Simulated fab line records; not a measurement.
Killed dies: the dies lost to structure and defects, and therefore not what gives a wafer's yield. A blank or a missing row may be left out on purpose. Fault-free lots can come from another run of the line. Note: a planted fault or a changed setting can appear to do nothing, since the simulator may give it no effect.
fab line records + flow n5_finfet
record
- lots=4
- wafers=12
- last_day=17
route steps=1938 shown BEOL_M4@1099 BEOL_M5@1112 BEOL_M7@1281 PASSIVATION@1936
lots that met no fault: taken from a fault-free run of the same line
start_h: hours from the record's first day to the start of the lot's first wafer shown + wait_h: how many hours have passed since the lot's step before this one + " unchanged from the row above + L1.1+2: a row that stands for several wafers + - no value, or no start was given + * or withheld: withheld + < > ~ a bound
route shown NAME@n: NAME is a module with steps in the file, n the number in the route of the first one + usual: mean/standard deviation of fault-free wafers + same: alike in all rows + chamber/n: place in a boat + sites: each site's reading + _std_site: the standard deviation of these + _edge_site: the outer-site mean with the inner-site mean subtracted + radius_mm: for every site, how far away it sits from the centre of the wafer + mask NAME#n: copy n + behind: the tool/chamber that last shaped the wafer + hold: why the lot went on hold/how many hours it stayed there/how the hold came to an end + device: the transistor (n, p or np) that didn't switch + end of line: tests run on the same wafers once the route is complete + step lacking rows: just its recipe + killed: dies that structure and defects cost at the first sort, which is not the same as the wafer's yield + map: shows each die of a wafer: x if killed, . if not, _ if none is there
set.NAME: the setting as run; set.NAME@STEP: as run at that earlier step + model.NAME: the simulator's own value behind a step, which no gauge read
lots at some steps of the route; a table a step, a row a wafer
services: a tool's chamber out of use, with start hour (start_h, from the record's first day; less than 0 if before it), hours out, and reason
## steps
# step N5_BEOL_M4_ANNEAL_95
# recipe
- temp_c=400
- time_s=240
- ambient=vacuum
# step N5_BEOL_M4_SPUTTER_96
# recipe
- material=Cu
- target_thk_a=45
- temp_c=-20
- chamber_pressure_pa=0.07
- power_w=withheld
- time_s=8.29
# step N5_BEOL_M4_ECD_50
# recipe
- material=Cu
- target_thk_a=3000
# step N5_BEOL_M4_ANNEAL_51
# recipe
- temp_c=225
- time_s=90
- ambient=N2
# step N5_BEOL_M4_CMP_52
# recipe
- stop_on=SiOC
- t_overpolish_s=6.8
- down_force_psi=1
- platen_rpm=50
- clearing_platen_down_force_psi=1.5
- clearing_platen_rpm=50
- post_cmp_clean=cu_alkaline
- target_thk_nm=40
- clearing_platen_pad_velocity_m_s=0.99484
- pad_velocity_m_s=0.99484
# step N5_BEOL_M4_PRE_CLEAN_60
# recipe
- gas=NH3/H2
- time_s=15
- temp_c=*
- rf_power_w=300
# step N5_BEOL_M4_CO_CAP_55
# recipe
- material=Co
- target_thk_a=20
- temp_c=200
- precursor=CCTBA/H2
- pressure_torr=30
- time_s=102.1
# step N5_BEOL_M4_PRE_CLEAN_56
# recipe
- gas=NH3
- time_s=15
- temp_c=withheld
- rf_power_w=300
# step N5_BEOL_M4_DEP_57
# recipe
- material=SiCN
- target_thk_a=80
- temp_c=withheld
- precursor=3MS/NH3
- pressure_torr=3
- rf_w=202
- time_s=14
# step N5_BEOL_M4_RC_MEAS_101
# usual
- DIBL_N=36.2/2.2
- DIBL_P=36.1/2.8
- IOFF_N=0.16/0.041
- IOFF_P=0.21/0.047
- ION_N=676/16
- ION_P=463/11
- SS_N=71.6/0.78
- SS_P=73.3/0.86
- VT_N=249/3.8
- VT_P=-251/3.9
| lot.wafer | tool      | chamber | start_h | wait_h | DIBL_N[mV/V] | DIBL_P[mV/V] | IOFF_N[nA/um] | IOFF_P[nA/um] | ION_N[uA/um] | ION_P[uA/um] | SS_N[mV/dec] | SS_P[mV/dec] | VT_N[mV] | VT_P[mV] |
|-----------|-----------|---------|---------|--------|--------------|--------------|---------------|---------------|--------------|--------------|--------------|--------------|----------|----------|
| L851.1    | prober-02 | 0       | 196.35  | 0.0    | 38.0         | 39.1         | 0.22          | 0.31          | 716          | 489          | 72.2         | 73.6         | 244      | -243     |
| L851.3    | "         | 0       | "       | "      | 34.9         | 35.4         | 0.16          | 0.24          | 690          | 479          | 70.7         | 73.3         | 248      | -246     |
| L851.6    | "         | 0       | "       | "      | 36.0         | 37.2         | 0.19          | 0.26          | 704          | 482          | 71.5         | 73.7         | 246      | -248     |
| L859.4    | prober-01 | 0       | 241.68  | 0.5    | 37.2         | 36.1         | 0.21          | 0.27          | 684          | 471          | 72.2         | 74.0         | 244      | -245     |
| L859.5    | "         | 0       | "       | "      | 32.9         | 31.4         | 0.14          | 0.18          | 688          | 473          | 70.7         | 71.8         | 247      | -249     |
| L859.6    | "         | 0       | "       | "      | 36.2         | 36.5         | 0.20          | 0.27          | 690          | 475          | 72.1         | 73.4         | 244      | -247     |
| L861.2    | prober-01 | 0       | 249.59  | 0.2    | 31.8         | 31.0         | 0.09          | 0.14          | 642          | 441          | 70.7         | 71.5         | 258      | -258     |
| L861.3    | "         | 0       | "       | "      | 38.0         | 40.6         | 0.22          | 0.28          | 678          | 463          | 72.3         | 73.6         | 245      | -249     |
| L861.4    | "         | 0       | "       | "      | 35.0         | 36.7         | 0.15          | 0.21          | 685          | 472          | 72.2         | 72.8         | 249      | -250     |
| L866.2    | prober-02 | 0       | 282.95  | 0.2    | 33.0         | 31.5         | 0.10          | 0.16          | 639          | 450          | 71.2         | 72.4         | 255      | -253     |
| L866.4    | "         | 0       | "       | "      | 39.2         | 40.8         | 0.20          | 0.30          | 691          | 479          | 71.9         | 75.1         | 249      | -246     |
| L866.6    | "         | 0       | "       | "      | 35.5         | 35.9         | 0.13          | 0.20          | 660          | 461          | 70.9         | 73.8         | 254      | -250     |
# step N5_BEOL_M5_ILD_DEP_00
# recipe
- material=SiCOH_lowk
- target_thk_a=1406.4
- temp_c=300
- precursor=DEMS/porogen
- pressure_torr=5
- rf_w=500
- time_s=25.9
# step N5_BEOL_M5_CURE_79
# recipe
- temp_c=385
- time_s=240
- ambient=He/Ar
- material=SiCOH_lowk
# step N5_BEOL_M5_PECVD_70
# recipe
- material=SiO2
- target_thk_a=160
- temp_c=400
- precursor=TEOS/O2
- pressure_torr=5.5
- rf_w=450
- teos_flow_sccm=53.8
- gas=O2
- flow_sccm=3000
- time_s=18
# step N5_BEOL_M5_HM_DEP_02
# recipe
- material=TiN
- target_thk_a=200
- temp_c=25
- chamber_pressure_pa=0.49996
# step N5_BEOL_M5_COAT_59
# recipe
- resist=SOC
- temp_c=250
- time_s=60
- spin_rpm=1500
- resist_thk_nm=60
# step N5_BEOL_M5_COAT_60
# recipe
- resist=SiARC
- temp_c=220
- time_s=60
- spin_rpm=1500
- resist_thk_nm=12
# step N5_BEOL_M5_COAT_71
# recipe
- resist=underlayer
- temp_c=205
- time_s=60
- spin_rpm=1500
- resist_thk_nm=5
# step N5_BEOL_M5_COAT_05
# recipe
- resist=CAR-EUV
- spin_rpm=1500
- resist_thk_nm=30
# step N5_BEOL_M5_EBR_07
# recipe
- solvent=PGMEA
- ebr_width_mm=1.5
# step N5_BEOL_M5_SOFTBAKE_06
# recipe
- temp_c=110
- time_s=60
- resist=CAR-EUV
# step N5_BEOL_M5_EXPOSE_08
# recipe
- mask_id=M5
- na=0.33
- source_shape=annular
- sigma_inner=0.4
- sigma_outer=0.8
- polarization=unpolarized
- target_cd_nm=28
- dose_mj=35.75
# step N5_BEOL_M5_PEB_09
# recipe
- peb_temp_c=100
- peb_time_s=60
- resist=CAR-EUV
# step N5_BEOL_M5_DEVELOP_10
# recipe
- develop_time_s=30
- developer=TMAH
- resist=CAR-EUV
- rinse_liquid=surfactant_rinse
- dry=air_spin
- dev_temp_c=23
# step N5_BEOL_M5_DESCUM_16
# recipe
- chemistry=O2
- time_s=7
- source_power_w=50
- bias_power_w=20
- pressure_mtorr=20
- rf_frequency_hz=2.712e+07
- temp_c=40
- resist=CAR-EUV
- o2_flow_sccm=225
# step N5_BEOL_M5_ETCH_72
# recipe
- chemistry=N2/H2
- target=underlayer
- target_depth_a=65
- mask_material=CAR-EUV
- time_s=5.2
- ion_energy_ev=200
- pressure_mtorr=30
- source_w=840
- bias_w=150
- n2_flow_sccm=200
- h2_flow_sccm=200
- ends=cleared
# step N5_BEOL_M5_ETCH_61
# recipe
- chemistry=CF4
- target=SiARC
- target_depth_a=156
- mask_material=CAR-EUV
- time_s=26
- ion_energy_ev=80
- pressure_mtorr=40
- source_w=545
- bias_w=36
- Ar_flow_sccm=100
- cf4_flow_sccm=100
- ends=cleared
# step N5_BEOL_M5_ETCH_62
# recipe
- chemistry=N2/H2
- target=SOC
- target_depth_a=750
- overetch_a=150
- mask_material=SiARC
- temp_c=40
- time_s=112.5
- ion_energy_ev=200
- pressure_mtorr=30
- source_w=840
- bias_w=150
- n2_flow_sccm=200
- h2_flow_sccm=200
# step N5_BEOL_M5_STRIP_63
# recipe
- chemistry=N2/H2
- temp_c=40
- n2_flow_sccm=200
- h2_flow_sccm=200
- rf_frequency_hz=6e+07
# step N5_BEOL_M5_STRIP_73
# recipe
- chemistry=N2/H2
- temp_c=40
- n2_flow_sccm=200
- h2_flow_sccm=200
- rf_frequency_hz=6e+07
# step N5_BEOL_M5_STRIP_64
# recipe
- chemistry=CF4
- resist=SiARC
- power_w=300
- bias_power_w=75
- pressure_mtorr=50
- cf4_flow_sccm=150
- rf_frequency_hz=6e+07
# step N5_BEOL_M5_HM_OPEN_17
# recipe
- chemistry=Cl2/BCl3
- target_depth_a=200
- overetch_a=60
- target=TiN
- mask_material=SOC
- ion_energy_ev=150
- pressure_mtorr=10
- icp_w=1000
- bias_w=126
- Cl2_flow_sccm=53.25
- bcl3_flow_sccm=21.75
- Ar_flow_sccm=25
# step N5_BEOL_M5_STRIP_19
# recipe
- chemistry=O2
- power_w=400
- temp_c=40
- pressure_mtorr=30
- rf_frequency_hz=6e+07
- bias_power_w=0
- overash_fraction=0.2
- o2_flow_sccm=225
# step N5_BEOL_M5_COAT_65
# recipe
- resist=SOC
- temp_c=250
- time_s=60
- spin_rpm=1500
- resist_thk_nm=60
# step N5_BEOL_M5_COAT_66
# recipe
- resist=SiARC
- temp_c=220
- time_s=60
- spin_rpm=1500
- resist_thk_nm=12
# step N5_BEOL_M7_ETCH_62
# recipe
- chemistry=N2/H2
- target=SOC
- target_depth_a=1100
- overetch_a=220
- mask_material=SiARC
- temp_c=40
- time_s=165
- ion_energy_ev=200
- pressure_mtorr=30
- source_w=840
- bias_w=150
- n2_flow_sccm=200
- h2_flow_sccm=200
# usual
- drypump_motor_current_A=5.6/0.52
- oes_product_au=0.66/0.054
- rf_fwd_power_W=837.1/2.6
- rf_vpp_V=525.3/2.4
- showerhead_plenum_p_Torr=2.59/0.082
- throttle_valve_pct=17.7/0.31
| lot.wafer | tool        | chamber | start_h | wait_h | drypump_motor_current_A | oes_product_au | rf_fwd_power_W | rf_hours_counter_h | rf_vpp_V | showerhead_plenum_p_Torr | throttle_valve_pct | model.SiARC_of_BEOL_M7_COAT_60.thk_nm |
|-----------|-------------|---------|---------|--------|-------------------------|----------------|----------------|--------------------|----------|--------------------------|--------------------|---------------------------------------|
| L851.1    | rie_diel-05 | 2       | 219.32  | 0.0    | 5.1                     | 0.59           | 836.6          | 204                | 526.5    | 2.61                     | 17.9               | 28.4                                  |
| L851.3    | "           | 0       | "       | "      | 5.5                     | 0.63           | 838.8          | 176                | 526.6    | 2.62                     | 17.5               | 28.4                                  |
| L851.6    | "           | 2       | "       | "      | 5.2                     | 0.60           | 838.6          | -                  | 525.0    | 2.61                     | 17.9               | 28.4                                  |
| L859.4    | rie_diel-05 | 2       | 264.76  | 0.1    | 5.1                     | 0.58           | 634.0          | -                  | 576.2    | 2.60                     | 18.0               | 29.4                                  |
| L859.5    | "           | 0       | "       | "      | 5.5                     | 0.62           | 637.3          | -                  | 574.7    | 2.61                     | 17.5               | 29.6                                  |
| L859.6    | "           | 3       | "       | "      | 5.3                     | 0.69           | 637.5          | -                  | 573.5    | 2.60                     | 17.8               | 29.4                                  |
| L861.2    | rie_diel-05 | 0       | 275.75  | 0.0    | 5.5                     | 0.62           | 640.8          | 196                | 575.5    | 2.61                     | 17.5               | 29.6                                  |
| L861.3    | "           | 2       | "       | "      | 5.1                     | 0.59           | 635.6          | 224                | 576.8    | 2.60                     | 18.0               | 29.4                                  |
| L861.4    | "           | 2       | "       | "      | 5.2                     | 0.59           | 631.2          | -                  | 576.3    | 2.60                     | 18.0               | 29.6                                  |
| L866.2    | rie_diel-04 | 1       | 309.33  | 0.0    | 6.2                     | 0.68           | 837.4          | 105                | 527.8    | 2.66                     | 17.9               | 28.4                                  |
| L866.4    | "           | 3       | "       | "      | 5.1                     | 0.66           | 838.0          | 120                | 523.6    | 2.44                     | 17.5               | 28.6                                  |
| L866.6    | "           | 0       | "       | "      | 5.3                     | 0.71           | 839.3          | -                  | 527.1    | 2.67                     | 17.1               | 28.6                                  |
# step N5_BEOL_M7_OCD_MEAS_38
# usual
- trench_depth_nm=92.5/1.6
| lot.wafer | tool   | chamber | start_h | wait_h | trench_depth_nm |
|-----------|--------|---------|---------|--------|-----------------|
| L851.1    | ocd-01 | -       | 222.40  | -      | 90.7            |
| L851.3    | "      | -       | "       | "      | 91.5            |
| L851.6    | "      | -       | "       | "      | 92.4            |
| L859.4    | ocd-01 | -       | 268.98  | -      | 85.1            |
| L859.5    | "      | -       | "       | "      | 93.8            |
| L859.6    | "      | -       | "       | "      | 84.9            |
| L861.2    | ocd-01 | -       | 277.74  | -      | 92.2            |
| L861.3    | "      | -       | "       | "      | 78.9            |
| L861.4    | "      | -       | "       | "      | 81.6            |
| L866.2    | ocd-02 | -       | 317.42  | -      | 90.5            |
| L866.4    | "      | -       | "       | "      | 94.0            |
| L866.6    | "      | -       | "       | "      | 95.4            |
# step N5_PASSIVATION_PROBE_49
# usual
- defect_limited_yield=91.4/1.4
- killed_at_M0_to_M3=33/10
- killed_at_M4_up=14/6.1
- killed_at_contacts=14/6.1
- killed_at_front_end=38/9.7
- killed_at_other=3.1/2.9
- killed_dies=102/17
- killed_on_rim=14/4.1
- killed_open=67/13
- killed_short=32/8
- sort_bin_5_function=5.1/0.94
- sort_bin_6_memory=3.2/0.68
- sort_bin_8_speed=0.02/0.17
- sort_n_pass=1078/17
- sort_yield_pct=91.3/1.5
# same
- gross_dies=1180
- killed_at_back_side=0
- sort_bin_4_leakage[%]=0
| lot.wafer | tool      | chamber | start_h | wait_h | defect_limited_yield[%] | killed_at_M0_to_M3 | killed_at_M4_up | killed_at_contacts | killed_at_front_end | killed_at_other | killed_dies | killed_on_rim | killed_open | killed_short | sort_bin_5_function[%] | sort_bin_6_memory[%] | sort_bin_8_speed[%] | sort_n_pass | sort_yield_pct[%] |
|-----------|-----------|---------|---------|--------|-------------------------|--------------------|-----------------|--------------------|---------------------|-----------------|-------------|---------------|-------------|--------------|------------------------|----------------------|---------------------|-------------|-------------------|
| L851.1    | prober-01 | -       | 296.07  | 0.0    | 89.0                    | 41                 | 19              | 6                  | 54                  | 10              | 130         | 18            | 88          | 41           | 6.4                    | 4.1                  | 0                   | 1050        | 89.0              |
| L851.3    | prober-01 | -       | 296.17  | 0.1    | 89.2                    | 55                 | 17              | 5                  | 43                  | 7               | 127         | 18            | 92          | 35           | 5.9                    | 4.5                  | 0                   | 1053        | 89.2              |
| L851.6    | prober-01 | -       | 296.32  | 0.3    | 89.3                    | 53                 | 8               | 8                  | 49                  | 8               | 126         | 16            | 83          | 42           | 6.0                    | 4.2                  | 0                   | 1054        | 89.3              |
| L861.2    | prober-01 | -       | 351.04  | 0.1    | 88.1                    | 39                 | 41              | 21                 | 35                  | 4               | 140         | 25            | 72          | 45           | 6.4                    | 4.7                  | 1.69                | 1020        | 86.4              |
| L861.3    | prober-01 | -       | 351.09  | 0.1    | 70.5                    | 38                 | 243             | 14                 | 47                  | 6               | 348         | 76            | 82          | 36           | 25.0                   | 4.2                  | 0                   | 832         | 70.5              |
| L861.4    | prober-01 | -       | 351.14  | 0.2    | 76.5                    | 44                 | 171             | 13                 | 44                  | 5               | 277         | 53            | 70          | 45           | 19.3                   | 3.8                  | 0                   | 903         | 76.5              |
| L859.4    | prober-02 | -       | 352.26  | 0.2    | 79.2                    | 35                 | 141             | 22                 | 45                  | 3               | 246         | 52            | 87          | 31           | 16.7                   | 3.8                  | 0                   | 934         | 79.2              |
| L859.5    | prober-02 | -       | 352.31  | 0.2    | 88.2                    | 37                 | 30              | 31                 | 41                  | 0               | 139         | 24            | 86          | 36           | 7.8                    | 3.6                  | 0                   | 1041        | 88.2              |
| L859.6    | prober-02 | -       | 352.36  | 0.3    | 87.5                    | 24                 | 66              | 20                 | 37                  | 0               | 147         | 38            | 68          | 34           | 8.5                    | 3.6                  | 0                   | 1033        | 87.5              |
| L866.2    | prober-02 | -       | 405.53  | 0.1    | 90.2                    | 40                 | 4               | 17                 | 54                  | 1               | 116         | 12            | 80          | 36           | 5.9                    | 3.5                  | 0                   | 1064        | 90.2              |
| L866.4    | prober-02 | -       | 405.63  | 0.2    | 87.4                    | 40                 | 22              | 14                 | 72                  | 1               | 149         | 17            | 100         | 43           | 8.1                    | 3.6                  | 0                   | 1031        | 87.4              |
| L866.6    | prober-02 | -       | 405.73  | 0.3    | 91.2                    | 26                 | 7               | 20                 | 48                  | 3               | 104         | 16            | 75          | 28           | 5.3                    | 3.2                  | 0                   | 1076        | 91.2              |
# killed by level:class
L851.1 DUMMY_GATE:geometric_particle:open=15 FIN_SAQP:geometric_particle:short=11 BEOL_M2:geometric_particle:open=11 BEOL_M1:geometric_particle:open=9 BEOL_M3:geometric_particle:open=8 FIN_SAQP:geometric_particle:open=7 BEOL_M4:geometric_particle:open=6 GATE_CUT:geometric_particle:open=5
L851.3 FIN_SAQP:geometric_particle:open=15 BEOL_M2:geometric_particle:open=11 BEOL_M1:geometric_particle:open=8 BEOL_M0:geometric_particle:open=7 GATE_CUT:geometric_particle:open=6 BEOL_M0_SAQP:geometric_particle:open=6 BEOL_M0_SAQP:geometric_particle:short=6 BEOL_M3:geometric_particle:open=6
L851.6 BEOL_M2:geometric_particle:open=20 FIN_SAQP:geometric_particle:short=19 FIN_SAQP:geometric_particle:open=11 DUMMY_GATE:geometric_particle:open=9 BEOL_M0_SAQP:geometric_particle:short=7 MOL_CONTACT_COAG:geometric_particle:open=7 BEOL_M3:geometric_particle:open=6 BEOL_M1:geometric_particle:open=6
L861.2 BEOL_M7:area_etch=18 MOL_CONTACT_COAG:geometric_particle:open=17 BEOL_M4:geometric_particle:open=11 FIN_SAQP:geometric_particle:short=10 BEOL_M0_SAQP:geometric_particle:short=9 BEOL_M0_SAQP:geometric_particle:open=8 FIN_SAQP:geometric_particle:open=5 BEOL_M0:geometric_particle:short=5
L861.3 BEOL_M7:area_etch=229 STI_FIN_REVEAL:geometric_particle:open=12 FIN_SAQP:geometric_particle:short=11 MOL_CONTACT_COAG:geometric_particle:open=10 BEOL_M3:geometric_particle:open=9 FIN_SAQP:geometric_particle:open=7 BEOL_M4:geometric_particle:open=7 BEOL_M0:geometric_particle:open=6
L861.4 BEOL_M7:area_etch=160 FIN_SAQP:geometric_particle:short=12 STI_FIN_REVEAL:geometric_particle:open=12 MOL_CONTACT_COAG:geometric_particle:open=11 BEOL_M0:geometric_particle:short=10 BEOL_M2:geometric_particle:open=9 BEOL_M3:geometric_particle:open=9 BEOL_M4:geometric_particle:open=6
L859.4 BEOL_M7:area_etch=127 MOL_CONTACT_COAG:geometric_particle:open=19 BEOL_M1:geometric_particle:open=12 GATE_CUT:geometric_particle:open=9 FIN_SAQP:geometric_particle:open=8 FIN_SAQP:geometric_particle:short=7 BEOL_M3:geometric_particle:open=7 DUMMY_GATE:geometric_particle:open=6
L859.5 MOL_CONTACT_COAG:geometric_particle:open=22 BEOL_M7:area_etch=16 STI_FIN_REVEAL:geometric_particle:open=12 FIN_SAQP:geometric_particle:short=10 DUMMY_GATE:geometric_particle:open=9 MOL_CONTACT_COAG:geometric_particle:short=9 BEOL_M0_SAQP:geometric_particle:open=7 BEOL_M3:geometric_particle:open=6
L859.6 BEOL_M7:area_etch=42 MOL_CONTACT_COAG:geometric_particle:open=17 STI_FIN_REVEAL:geometric_particle:open=10 FIN_SAQP:geometric_particle:short=9 BEOL_M4:geometric_particle:open=8 BEOL_M2:geometric_particle:open=7 BEOL_M0_SAQP:geometric_particle:open=6 BEOL_M4:geometric_particle:short=6
L866.2 FIN_SAQP:geometric_particle:open=19 FIN_SAQP:geometric_particle:short=15 MOL_CONTACT_COAG:geometric_particle:open=15 BEOL_M0_SAQP:geometric_particle:open=13 BEOL_M0_SAQP:geometric_particle:short=11 BEOL_M2:geometric_particle:open=10 DUMMY_GATE:geometric_particle:open=6 GATE_CUT:geometric_particle:short=4
L866.4 FIN_SAQP:geometric_particle:open=19 FIN_SAQP:geometric_particle:short=14 BEOL_M4:geometric_particle:open=14 MOL_CONTACT_COAG:geometric_particle:open=12 BEOL_M0_SAQP:geometric_particle:open=12 BEOL_M0_SAQP:geometric_particle:short=11 DUMMY_GATE:geometric_particle:open=8 BEOL_M1:geometric_particle:open=7
L866.6 MOL_CONTACT_COAG:geometric_particle:open=18 FIN_SAQP:geometric_particle:open=14 STI_FIN_REVEAL:geometric_particle:open=8 FIN_SAQP:geometric_particle:short=7 BEOL_M0_SAQP:geometric_particle:open=7 DUMMY_GATE:geometric_particle:short=5 BEOL_M1:geometric_particle:open=5 DUMMY_GATE:geometric_particle:open=4
# map L859.4 (x killed, . not)
_________________xx.x........________________
______________x.............x..._____________
___________..........x.............__________
__________......................x..._________
________.......x..........x........x.._______
_______................x...............______
______..................x...........x..._____
_____x..x..xx......x.........xxx.........____
____....x.x.x...............x.....x.......___
___........x...x.x...x.....................__
___...xx..........x.............x......x...__
__......x..........x...................x..x._
__..x.x.x..x..x........x.......x......x....._
_...x...................................x....
_.xx.................x.....x...........x.x..x
_.x..........x.x.......x...x..x.....x..xxx.x.
_..x.x...x.........x.......x.x......xxxxxxxxx
_x.xx.........x..x.......x.....xxx.xxxxxxxxxx
_.xxx......x..............x.........xxxxxx...
_xx..x...xx.....x..................xxxxxxx...
_x.x...x.............xx............x..xxx....
__..x..........x....x.x..x.........x........_
__..x........x..............x....x.........._
___...x......x.x..................xx.x....x__
___.xxx.......x....................x....xxx__
____.xxx......x.x...........x....xxxx.x.xx___
_____xxx.x.xxxx..................xxxxxxxx____
______x......xx..................x.xxxxx_____
_______x...xxx....xx.x.x........x.xxxxx______
________xx..xx.........x..........xxxx_______
__________.x.x...x....x...........xx_________
___________..xx.x.xx....x.....xxxxx__________
______________.......x.....x.xxx_____________
_________________...x...x..xx________________
# map L861.3 (x killed, . not)
_________________....x..xx.xx________________
______________.x......x.xxxx.x.._____________
___________......x....xx.xxxx...x..__________
__________.xx.........x...xxxxx....._________
________.......x........xxxx.......x.._______
_______......x.x..x.........x..........______
______......x.x.............xx..x.x....x_____
_____.x.....x..........x..............x.x____
____xx.xx....x......x............x...xxx.x___
___xxxx...............................xx.x.__
___x.x.......x......x......................__
__....................................xx..x._
__....x....x.x...x......x.........x....x...._
_....xx......x...x.x.......x.........x..xxx..
_.....x.x...x..x........x..............xxx..x
_.xxxx........x.......................xxxxxxx
_..xxxxx..x....x...x....x....x....xxxx.xxxxxx
_x.xxxx......x........x.....x...x..xxxxxxxxx.
_x.xxxx...x..............x......x.xxxxxxx.x.x
_xxxxxx.......x..xx..x................x..x...
_xxxx.xxx...xx..xxx...x................x...x.
__x.xx...xx.............x..................x_
__...xx............x..x....x.......x......x._
___x.xxx....x..x.......................xxxx__
___xxx.xxx.x......x....................x.xx__
____xxx..x.x.x.x.x........x....x..xxxxxxxx___
_____xxx..xx......x..x..............xxxxx____
______xx.x........xx..x..x........xxxxxx_____
_______xx..xxxx...xxxxx.........x..xxx.______
________..xx.x.xxxxxxx.xx....x..x.xxxx_______
__________...x.xxxxxxxx....x....x.xx_________
___________...xxxxxxx....x...x.xxxx__________
______________xxxxxxxx.x..x....._____________
_________________xx.x....x.xx________________
## services
| tool        | chamber | start_h | hours | kind                          |
|-------------|---------|---------|-------|-------------------------------|
| rie_diel-05 | 1       | 261.35  | -     | clean                         |
| rie_diel-05 | 1       | 261.35  | -     | consumable_replace:focus_ring |
| rie_diel-05 | 1       | 261.35  | 15.8  | scheduled_down                |
| rie_diel-05 | 1       | 261.35  | 15.8  | vent_cycle                    |
| rie_diel-04 | -       | 301.97  | 0.1   | repair                        |
## key
first_sign
- step=N5_BEOL_M7_ETCH_62
- reading=rf_fwd_power_W
- direction=down
- sigmas=76
- usual=*
- struck=*
effect
- step=N5_BEOL_M7_ETCH_62
- reading=rf_vpp_V
- direction=up
- sigmas=21
- usual=525.3
- struck=575.5
effect
- step=N5_BEOL_M7_OCD_MEAS_38
- reading=trench_depth_nm
- direction=down
- sigmas=4
- usual=92.5
- struck=86.1
- wafers_moved=4
effect
- step=N5_PASSIVATION_PROBE_49
- reading=killed_at_M4_up
- direction=up
- sigmas=16
- usual=14
- struck=115
model_effect
- step=N5_BEOL_M7_ETCH_62
- value=SiARC_of_BEOL_M7_COAT_60.thk_nm
- without=28.53
- struck=29.5
more_kills_born_at
- N5_BEOL_M7_ETCH_62@rie_diel-05=592
met_at N5_BEOL_M7_ETCH_62
struck_wafers L859.4,L859.5,L859.6,L861.2,L861.3,L861.4
onset_between 219.32 264.76
fault
- kind=process_parameter_drift
- tool=rie_diel-05
- chamber=-
- onset_h=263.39
- steps=N5_BEOL_M7_ETCH_62
- channel=source_w
- offset=-201.6
- shape=step
- end_h=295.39
- acts_in=these_recipes_only
- stated=840
